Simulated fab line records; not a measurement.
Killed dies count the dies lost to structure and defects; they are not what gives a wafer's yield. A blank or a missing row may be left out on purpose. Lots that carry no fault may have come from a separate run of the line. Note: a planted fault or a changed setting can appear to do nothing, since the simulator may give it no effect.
Matching of chambers    flow n5_finfet    N5_BEOL_M0_SAQP_ETCH_102 on rie_si-01: 4 sister chambers
The step etches SiO2 in CF4, target depth 4 nm, time 4.4 s. 7 wafers are shown with their chamber, then 10 later ones without.

== EACH WAFER AND ITS CHAMBER ==
wafer   chamber  throttle_valve_pct (%)  oes_product_au (a.u.)
L085.6  1        21.81                   1.006
L086.4  2        21.86                   1.009
L087.1  0        21.91                   0.993
L087.3  1        21.79                   1.008
L087.6  3        21.51                   0.989
L089.1  3        21.52                   0.995
L089.4  0        21.91                   0.995

== WAFERS WITHOUT THEIR CHAMBER ==
wafer   throttle_valve_pct (%)  oes_product_au (a.u.)
L089.6  21.86                   1.000
L090.2  21.85                   1.014
L090.3  21.91                   0.990
L090.4  21.80                   0.994
L091.4  21.52                   0.990
L091.5  21.77                   1.003
L091.6  21.85                   1.004
L093.2  21.81                   1.007
L093.4  21.91                   0.997
L093.5  21.53                   1.001

== CHAMBER TAKEN BY EACH ==
wafer   from the rows above  in truth
L089.6  2                    2
L090.2  2                    2
L090.3  0                    0
L090.4  1                    1
L091.4  3                    3
L091.5  1                    1
L091.6  2                    2
L093.2  1                    1
L093.4  0                    0
L093.5  3                    3
10 of 10 placed correctly. Can't be placed from these rows: 0. 0 placed wrongly.
How it was worked out, from the rows above alone: a wafer's distance from a chamber is the root of the sum, over the readings, of the square of ((its reading less the chamber's mean) divided by the reading's scatter). If the next closest chamber is less than 2 further off than the closest, the wafer can't be placed; otherwise it belongs to the closest. For every chamber, the mean is computed from those of its wafers that are shown. How the scatter is found: for the shown wafers, subtract from each reading the mean of its chamber, square and add these, divide the total by (wafers less chambers), then take the root.
